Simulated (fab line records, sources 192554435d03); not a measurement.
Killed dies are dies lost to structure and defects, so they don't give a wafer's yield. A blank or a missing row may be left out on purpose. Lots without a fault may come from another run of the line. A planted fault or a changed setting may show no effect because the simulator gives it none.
Which tool did it? | flow n5_finfet | 8 lots, 24 wafers sampled, at 5 steps of a route of 1938

WHAT THE GAUGES READ, wafer by wafer
N5_BEOL_M4_RC_MEAS_101. Usual: DIBL_N 37.1 mV/V, standard deviation 1.8; DIBL_P 37.2 mV/V, standard deviation 2.1; IOFF_N 0.17 nA/um, standard deviation 0.033; IOFF_P 0.22 nA/um, standard deviation 0.037; ION_N 680 uA/um, standard deviation 11; ION_P 464 uA/um, standard deviation 7.7; SS_N 71.7 mV/dec, standard deviation 0.63; SS_P 73.6 mV/dec, standard deviation 0.67; VT_N 248.9 mV, standard deviation 2.9; VT_P -251 mV, standard deviation 3.6.
lot  | measured     | on        | DIBL_N (mV/V)  | DIBL_P (mV/V)  | IOFF_N (nA/um) | IOFF_P (nA/um) | ION_N (uA/um) | ION_P (uA/um) | SS_N (mV/dec)  | SS_P (mV/dec)  | VT_N (mV)         | VT_P (mV)      | flag
L696 | day 9 21:03  | prober-02 | 37.9 38.6 38.9 | 37.9 38.6 40.7 | 0.17 0.19 0.21 | 0.20 0.22 0.26 | 671 677 713   | 454 459 480   | 72.0 72.0 71.7 | 73.3 73.4 73.4 | 250.8 247.7 244.9 | -250 -249 -249 |
L698 | day 8 19:38  | prober-01 | 37.7 32.4 36.1 | 39.0 32.8 37.3 | 0.21 0.11 0.18 | 0.24 0.15 0.21 | 684 666 682   | 467 458 465   | 72.2 70.6 71.9 | 74.0 72.1 73.8 | 244.9 253.1 246.9 | -249 -256 -250 |
L704 | day 10 03:49 | prober-01 | 37.7 37.6 34.5 | 37.9 37.6 35.4 | 0.15 0.16 0.11 | 0.19 0.18 0.15 | 665 673 655   | 458 454 452   | 71.3 71.9 70.6 | 74.0 72.9 73.1 | 251.8 252.4 255.9 | -255 -257 -258 |
L707 | day 11 00:59 | prober-01 | 38.3 37.0 35.7 | 38.8 36.4 34.3 | 0.17 0.16 0.14 | 0.24 0.21 0.17 | 671 691 672   | 463 468 457   | 71.8 71.1 71.4 | 75.1 73.4 72.9 | 250.1 248.5 251.5 | -246 -252 -251 |
L714 | day 12 22:56 | prober-01 | 33.3 34.7 34.8 | 35.1 36.7 38.0 | 0.13 0.14 0.15 | 0.18 0.21 0.23 | 675 682 678   | 461 465 470   | 70.6 70.8 71.7 | 73.1 72.9 74.3 | 252.0 249.0 249.5 | -251 -250 -248 |
L716 | day 14 01:49 | prober-02 | 35.7 35.8 37.6 | 35.8 34.0 37.0 | 0.15 0.15 0.17 | 0.21 0.19 0.22 | 669 673 674   | 465 461 468   | 71.6 72.0 72.0 | 73.1 72.5 73.2 | 250.2 251.8 251.1 | -251 -252 -249 |
L717 | day 14 06:01 | prober-01 | 38.4 37.4 37.3 | 37.9 36.2 35.7 | 0.20 0.18 0.17 | 0.24 0.22 0.21 | 695 678 666   | 469 461 461   | 72.2 72.0 71.5 | 74.3 73.4 73.1 | 243.4 247.8 249.1 | -249 -251 -252 |
L719 | day 14 13:47 | prober-02 | 40.8 35.2 37.1 | 40.8 34.0 36.9 | 0.27 0.13 0.18 | 0.34 0.20 0.25 | 703 677 679   | 477 463 467   | 73.1 72.0 71.7 | 74.0 72.0 73.6 | 242.1 251.3 248.0 | -241 -248 -244 |

WHICH TOOL RAN EACH LOT (tool, then ch and the chambers of the sampled wafers, then the start)
lot  | N5_FIN_SAQP_HM_OPEN_33            | N5_FIN_SAQP_ETCH_34               | N5_FIN_CUT_ETCH_30                | N5_FIN_CUT_ETCH_21
L696 | rie_diel-01 ch 2,3, day 2 02:13   | rie_diel-01 ch 2,3, day 2 02:17   | rie_diel-04 ch 2,3, day 2 03:27   | rie_diel-04 ch 2,3, day 2 03:31
L698 | rie_diel-01 ch 0,2, day 2 14:14   | rie_diel-01 ch 0,2, day 2 14:19   | rie_diel-02 ch 1,2, day 2 15:19   | rie_diel-02 ch 1,2, day 2 15:22
L704 | rie_diel-01 ch 1,2,3, day 4 01:05 | rie_diel-01 ch 1,2,3, day 4 01:10 | rie_diel-06 ch 1,3, day 4 02:07   | rie_diel-06 ch 1,3, day 4 02:10
L707 | rie_diel-01 ch 0,1,2, day 4 20:16 | rie_diel-01 ch 0,1,2, day 4 20:20 | rie_diel-04 ch 1,3, day 4 21:23   | rie_diel-04 ch 1,3, day 4 21:26
L714 | rie_diel-05 ch 0,1, day 6 15:26   | rie_diel-05 ch 0,1, day 6 15:30   | rie_diel-04 ch 0,1, day 6 16:33   | rie_diel-04 ch 0,1, day 6 16:37
L716 | rie_diel-03 ch 0,2,3, day 7 02:26 | rie_diel-03 ch 0,2,3, day 7 02:31 | rie_diel-04 ch 0,1,3, day 7 03:34 | rie_diel-04 ch 0,1,3, day 7 03:37
L717 | rie_diel-03 ch 0,1,2, day 7 07:56 | rie_diel-03 ch 0,1,2, day 7 08:00 | rie_diel-02 ch 0,1,2, day 7 09:04 | rie_diel-02 ch 0,1,2, day 7 09:07
L719 | rie_diel-03 ch 0,2,3, day 7 22:41 | rie_diel-03 ch 0,2,3, day 7 22:46 | rie_diel-02 ch 0,1,3, day 7 23:42 | rie_diel-02 ch 0,1,3, day 7 23:45
- N5_FIN_SAQP_HM_OPEN_33: chemistry CH3F/O2, target SiNx, target depth 49.4 nm, time 70.6 s.
- N5_FIN_SAQP_ETCH_34: etches SiO2 in C4F6/O2, target depth 45 nm, time 15 s.
- N5_FIN_CUT_ETCH_30: etches underlayer in N2/H2, target depth 13 nm, time 10.4 s.
- N5_FIN_CUT_ETCH_21: etches SOC in N2/H2, target depth 219 nm, overetch 43.8 nm, time 523.5 s.

WHAT THE TOOLS THEMSELVES READ (means of the sampled wafers that have a number; where no wafer has one, the mark that the record gives instead)
N5_FIN_SAQP_HM_OPEN_33. Usual: drypump_motor_current_A 5.6 A, standard deviation 0.52; etch_rf_on_time_s 68.9 s, standard deviation 1.5; mfc_ar_sccm 150.0 sccm, standard deviation 0.47; oes_product_au 0.69 a.u., standard deviation 0.056; rf_vpp_V 298 V, standard deviation 7.2; showerhead_plenum_p_Torr 2.04 Torr, standard deviation 0.066; throttle_valve_pct 16.40 %, standard deviation 0.2.
lot  | tool        | drypump_motor_current_A (A) | etch_rf_on_time_s (s) | mfc_ar_sccm (sccm) | oes_product_au (a.u.) | rf_vpp_V (V) | showerhead_plenum_p_Torr (Torr) | throttle_valve_pct (%) | flag
L696 | rie_diel-01 | 5.2                         | 68.9                  | 149.6              | 0.66                  | 304          | 2.10                            | 16.37                  |
L698 | rie_diel-01 | 5.4                         | 67.3                  | 149.8              | 0.70                  | 302          | 2.08                            | 16.38                  |
L704 | rie_diel-01 | 5.1                         | 68.8                  | 149.9              | 0.70                  | 302          | 2.08                            | 16.36                  |
L707 | rie_diel-01 | 5.5                         | 68.8                  | 150.0              | 0.72                  | 301          | 2.06                            | 16.28                  |
L714 | rie_diel-05 | 6.0                         | 69.6                  | 150.0              | 0.72                  | 287          | 1.95                            | 16.41                  |
L716 | rie_diel-03 | 5.8                         | 69.4                  | 150.3              | 0.64                  | 297          | 2.01                            | 16.58                  |
L717 | rie_diel-03 | 5.4                         | 68.3                  | 149.6              | 0.67                  | 301          | 2.04                            | 16.42                  |
L719 | rie_diel-03 | 5.8                         | 69.9                  | 150.2              | 0.63                  | 297          | 2.01                            | 16.60                  |

N5_FIN_SAQP_ETCH_34. Usual: drypump_motor_current_A 5.6 A, standard deviation 0.52; etch_rf_on_time_s 14.96 s, standard deviation 0.27; mfc_ar_sccm 300.0 sccm, standard deviation 0.81; oes_product_au 0.69 a.u., standard deviation 0.056; rf_vpp_V 667 V, standard deviation 16; showerhead_plenum_p_Torr 2.90 Torr, standard deviation 0.09; throttle_valve_pct 21.16 %, standard deviation 0.21.
lot  | tool        | drypump_motor_current_A (A) | etch_rf_on_time_s (s) | mfc_ar_sccm (sccm) | oes_product_au (a.u.) | rf_vpp_V (V) | showerhead_plenum_p_Torr (Torr) | throttle_valve_pct (%) | flag
L696 | rie_diel-01 | 5.2                         | 14.73                 | 299.1              | 0.66                  | 680          | 2.98                            | 21.10                  |
L698 | rie_diel-01 | 5.4                         | 14.92                 | 300.1              | 0.69                  | 676          | 2.94                            | 21.09                  |
L704 | rie_diel-01 | 5.2                         | 14.80                 | 299.8              | 0.70                  | 676          | 2.95                            | 21.11                  |
L707 | rie_diel-01 | 5.5                         | 14.96                 | 299.7              | 0.72                  | 675          | 2.92                            | 21.03                  |
L714 | rie_diel-05 | 6.0                         | 15.08                 | 300.3              | 0.72                  | 644          | 2.77                            | 21.18                  |
L716 | rie_diel-03 | 5.8                         | 15.20                 | 300.2              | 0.63                  | 664          | 2.86                            | 21.34                  |
L717 | rie_diel-03 | 5.4                         | 14.98                 | 300.4              | 0.67                  | 673          | 2.90                            | 21.20                  |
L719 | rie_diel-03 | 5.8                         | 14.92                 | 300.0              | 0.63                  | 663          | 2.85                            | 21.34                  |

N5_FIN_CUT_ETCH_30. Usual: drypump_motor_current_A 5.9 A, standard deviation 0.36; etch_rf_on_time_s 10.5 s, standard deviation 0.32; h2_flow_sccm 200.1 sccm, standard deviation 0.69; oes_product_au 0.67 a.u., standard deviation 0.085; rf_vpp_V 523.6 V, standard deviation 2.5; showerhead_plenum_p_Torr 2.54 Torr, standard deviation 0.093; throttle_valve_pct 17.95 %, standard deviation 0.25.
lot  | tool        | drypump_motor_current_A (A) | etch_rf_on_time_s (s) | h2_flow_sccm (sccm) | oes_product_au (a.u.) | rf_vpp_V (V) | showerhead_plenum_p_Torr (Torr) | throttle_valve_pct (%) | flag
L696 | rie_diel-04 | 5.4                         | 10.3                  | 199.6               | 0.72                  | 526.9        | 2.66                            | 17.81                  |
L698 | rie_diel-02 | 5.5                         | 10.8                  | 200.1               | 0.60                  | 525.3        | 2.59                            | 18.12                  |
L704 | rie_diel-06 | 5.9                         | 10.4                  | 199.4               | 0.66                  | 521.0        | 2.43                            | 18.11                  |
L707 | rie_diel-04 | 5.7                         | 10.3                  | 199.8               | 0.66                  | 522.9        | 2.56                            | 17.95                  |
L714 | rie_diel-04 | 6.0                         | 10.5                  | 200.2               | 0.59                  | 521.5        | 2.48                            | 18.17                  |
L716 | rie_diel-04 | 5.9                         | 10.4                  | 200.6               | 0.63                  | 522.1        | 2.51                            | 18.02                  |
L717 | rie_diel-02 | 5.9                         | 10.7                  | 199.9               | 0.68                  | 524.1        | 2.52                            | 17.99                  |
L719 | rie_diel-02 | 6.1                         | 10.7                  | 199.8               | 0.66                  | 523.9        | 2.51                            | 17.98                  |

N5_FIN_CUT_ETCH_21. Usual: drypump_motor_current_A 5.9 A, standard deviation 0.36; h2_flow_sccm 200.0 sccm, standard deviation 0.51; oes_product_au 0.72 a.u., standard deviation 0.086; rf_vpp_V 240.6 V, standard deviation 1.4; showerhead_plenum_p_Torr 2.54 Torr, standard deviation 0.093; throttle_valve_pct 17.90 %, standard deviation 0.25.
lot  | tool        | drypump_motor_current_A (A) | h2_flow_sccm (sccm) | oes_product_au (a.u.) | rf_vpp_V (V) | showerhead_plenum_p_Torr (Torr) | throttle_valve_pct (%) | flag
L696 | rie_diel-04 | 5.4                         | 199.9               | 0.77                  | 241.8        | 2.66                            | 17.76                  |
L698 | rie_diel-02 | 5.5                         | 200.5               | 0.66                  | 241.8        | 2.59                            | 18.08                  |
L704 | rie_diel-06 | 5.9                         | 200.3               | 0.71                  | 239.9        | 2.43                            | 18.05                  |
L707 | rie_diel-04 | 5.7                         | 200.4               | 0.71                  | 240.4        | 2.56                            | 17.90                  |
L714 | rie_diel-04 | 6.0                         | 207.0               | 0.64                  | 239.3        | 2.50                            | 18.34                  | OFF
L716 | rie_diel-04 | 5.8                         | 206.8               | 0.69                  | 238.7        | 2.53                            | 18.18                  | OFF
L717 | rie_diel-02 | 5.9                         | 200.2               | 0.74                  | 240.2        | 2.52                            | 17.93                  |
L719 | rie_diel-02 | 6.1                         | 200.3               | 0.73                  | 239.3        | 2.51                            | 17.93                  |

THE ANSWER, worked out from the rows above alone
Rule: a lot is off if the mean of its wafers that have a number lies more than 3 standard deviations from the usual mean. A lot without any number at a reading at which 4 lots or more have one is off too. The other lots that the step has rows for count as sound. The gauges are gone through in route order, then the tools' own readings, and for those a lot's mean is taken as printed above. The first step at which some lot is off is used, and at that step the reading that is off furthest; a lot without a number counts as furthest.
Off: L714, L716, at N5_FIN_CUT_ETCH_21 (h2_flow_sccm).
A tool fits if, at that step or a process step before it, it ran every lot that is off, and no sound lot after the first of them. One fits: rie_diel-04 at N5_FIN_CUT_ETCH_30 and N5_FIN_CUT_ETCH_21. At N5_FIN_CUT_ETCH_30 its last sound lot is L707 (day 4 21:23), its first lot that is off L714 (day 6 16:33): a fault that began between those two fits.

WHAT THE SIMULATOR HAD PUT IN
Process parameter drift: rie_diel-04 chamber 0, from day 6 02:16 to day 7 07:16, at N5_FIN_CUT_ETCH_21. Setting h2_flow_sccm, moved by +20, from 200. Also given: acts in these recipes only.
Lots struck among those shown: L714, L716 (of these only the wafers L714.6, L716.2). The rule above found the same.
